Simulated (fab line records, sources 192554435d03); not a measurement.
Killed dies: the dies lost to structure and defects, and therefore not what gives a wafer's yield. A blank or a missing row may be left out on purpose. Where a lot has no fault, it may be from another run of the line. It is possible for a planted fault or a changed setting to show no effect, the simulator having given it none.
Split-lot experiment || flow n5Finfet || 21 wafers read from 7 lots, route of 1938 steps

ON THE SPLIT
At N5_DUMMY_GATE_HM_DEP_06 (deposits SiNx from DCS/NH3, target thk 80 nm, time 5141 s), the setting timeS was moved away from the recipe's 5141 s on 15 of the 21 wafers read, by -11.6% to +14.0%. All remaining wafers had this setting at the recipe value.

The reading is taken at the split's own step.

THE READING
SiNx_of_DUMMY_GATE_HM_DEP_06.thkNm (the simulator's own value, which no gauge read), in nm, at N5_DUMMY_GATE_HM_DEP_06 (deposits SiNx from DCS/NH3, target thk 80 nm, time 5141 s). The file does not state a usual value for it. Average 80.4 nm, standard deviation 0.52 nm, over the 6 wafers here run with the recipe.

{"wafer": "L076.1", "tool, chamber at the split": "-, -", "timeS as run, s": 5141, "against the recipe": "recipe", "SiNx_of_DUMMY_GATE_HM_DEP_06.thkNm, nm": 80.2, "against lot-mates on the recipe": "-"}
{"wafer": "L076.3", "tool, chamber at the split": "-, -", "timeS as run, s": 5141, "against the recipe": "recipe", "SiNx_of_DUMMY_GATE_HM_DEP_06.thkNm, nm": 80, "against lot-mates on the recipe": "-"}
{"wafer": "L076.4", "tool, chamber at the split": "-, -", "timeS as run, s": 5141, "against the recipe": "recipe", "SiNx_of_DUMMY_GATE_HM_DEP_06.thkNm, nm": 79.8, "against lot-mates on the recipe": "-"}
{"wafer": "L083.1", "tool, chamber at the split": "-, -", "timeS as run, s": 5862, "against the recipe": "+14.0%", "SiNx_of_DUMMY_GATE_HM_DEP_06.thkNm, nm": 91, "against lot-mates on the recipe": "no lot-mate on the recipe"}
{"wafer": "L083.3", "tool, chamber at the split": "-, -", "timeS as run, s": 5862, "against the recipe": "+14.0%", "SiNx_of_DUMMY_GATE_HM_DEP_06.thkNm, nm": 90.6, "against lot-mates on the recipe": "no lot-mate on the recipe"}
{"wafer": "L083.4", "tool, chamber at the split": "-, -", "timeS as run, s": 5862, "against the recipe": "+14.0%", "SiNx_of_DUMMY_GATE_HM_DEP_06.thkNm, nm": 91.4, "against lot-mates on the recipe": "no lot-mate on the recipe"}
{"wafer": "L084.1", "tool, chamber at the split": "lpcvd-02, 0/40", "timeS as run, s": 5141, "against the recipe": "recipe", "SiNx_of_DUMMY_GATE_HM_DEP_06.thkNm, nm": 80.4, "against lot-mates on the recipe": "-"}
{"wafer": "L084.3", "tool, chamber at the split": "lpcvd-02, 0/50", "timeS as run, s": 5141, "against the recipe": "recipe", "SiNx_of_DUMMY_GATE_HM_DEP_06.thkNm, nm": 80.6, "against lot-mates on the recipe": "-"}
{"wafer": "L084.5", "tool, chamber at the split": "lpcvd-02, 0/59", "timeS as run, s": 5141, "against the recipe": "recipe", "SiNx_of_DUMMY_GATE_HM_DEP_06.thkNm, nm": 81.4, "against lot-mates on the recipe": "-"}
{"wafer": "L086.1", "tool, chamber at the split": "-, -", "timeS as run, s": 4597, "against the recipe": "-10.6%", "SiNx_of_DUMMY_GATE_HM_DEP_06.thkNm, nm": 71.6, "against lot-mates on the recipe": "no lot-mate on the recipe"}
{"wafer": "L086.2", "tool, chamber at the split": "-, -", "timeS as run, s": 4597, "against the recipe": "-10.6%", "SiNx_of_DUMMY_GATE_HM_DEP_06.thkNm, nm": 72.8, "against lot-mates on the recipe": "no lot-mate on the recipe"}
{"wafer": "L086.6", "tool, chamber at the split": "-, -", "timeS as run, s": 4597, "against the recipe": "-10.6%", "SiNx_of_DUMMY_GATE_HM_DEP_06.thkNm, nm": 72.2, "against lot-mates on the recipe": "no lot-mate on the recipe"}
{"wafer": "L090.1", "tool, chamber at the split": "-, -", "timeS as run, s": 4544, "against the recipe": "-11.6%", "SiNx_of_DUMMY_GATE_HM_DEP_06.thkNm, nm": 70.4, "against lot-mates on the recipe": "no lot-mate on the recipe"}
{"wafer": "L090.4", "tool, chamber at the split": "-, -", "timeS as run, s": 4544, "against the recipe": "-11.6%", "SiNx_of_DUMMY_GATE_HM_DEP_06.thkNm, nm": 69.4, "against lot-mates on the recipe": "no lot-mate on the recipe"}
{"wafer": "L090.6", "tool, chamber at the split": "-, -", "timeS as run, s": 4544, "against the recipe": "-11.6%", "SiNx_of_DUMMY_GATE_HM_DEP_06.thkNm, nm": 70.2, "against lot-mates on the recipe": "no lot-mate on the recipe"}
{"wafer": "L096.1", "tool, chamber at the split": "-, -", "timeS as run, s": 4686, "against the recipe": "-8.9%", "SiNx_of_DUMMY_GATE_HM_DEP_06.thkNm, nm": 74, "against lot-mates on the recipe": "no lot-mate on the recipe"}
{"wafer": "L096.4", "tool, chamber at the split": "-, -", "timeS as run, s": 4686, "against the recipe": "-8.9%", "SiNx_of_DUMMY_GATE_HM_DEP_06.thkNm, nm": 74, "against lot-mates on the recipe": "no lot-mate on the recipe"}
{"wafer": "L096.3", "tool, chamber at the split": "-, -", "timeS as run, s": 4686, "against the recipe": "-8.9%", "SiNx_of_DUMMY_GATE_HM_DEP_06.thkNm, nm": 73.4, "against lot-mates on the recipe": "no lot-mate on the recipe"}
{"wafer": "L097.2", "tool, chamber at the split": "-, -", "timeS as run, s": 4579, "against the recipe": "-10.9%", "SiNx_of_DUMMY_GATE_HM_DEP_06.thkNm, nm": 69.8, "against lot-mates on the recipe": "no lot-mate on the recipe"}
{"wafer": "L097.4", "tool, chamber at the split": "-, -", "timeS as run, s": 4579, "against the recipe": "-10.9%", "SiNx_of_DUMMY_GATE_HM_DEP_06.thkNm, nm": 70.2, "against lot-mates on the recipe": "no lot-mate on the recipe"}
{"wafer": "L097.5", "tool, chamber at the split": "-, -", "timeS as run, s": 4579, "against the recipe": "-10.9%", "SiNx_of_DUMMY_GATE_HM_DEP_06.thkNm, nm": 70, "against lot-mates on the recipe": "no lot-mate on the recipe"}

FIT RESULTS
A straight line over all 21 wafers: SiNx_of_DUMMY_GATE_HM_DEP_06.thkNm changes by +0.809 nm for each +1% of timeS; r = +0.99; the points scatter about the line by 0.87 nm.
Too few moved wafers have a lot-mate on the recipe to fit a line with each lot's own level taken away.

FILE'S OWN FIT
SiNx_of_DUMMY_GATE_HM_DEP_06.thkNm changes by +0.809 nm for each +1% of timeS, r = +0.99.
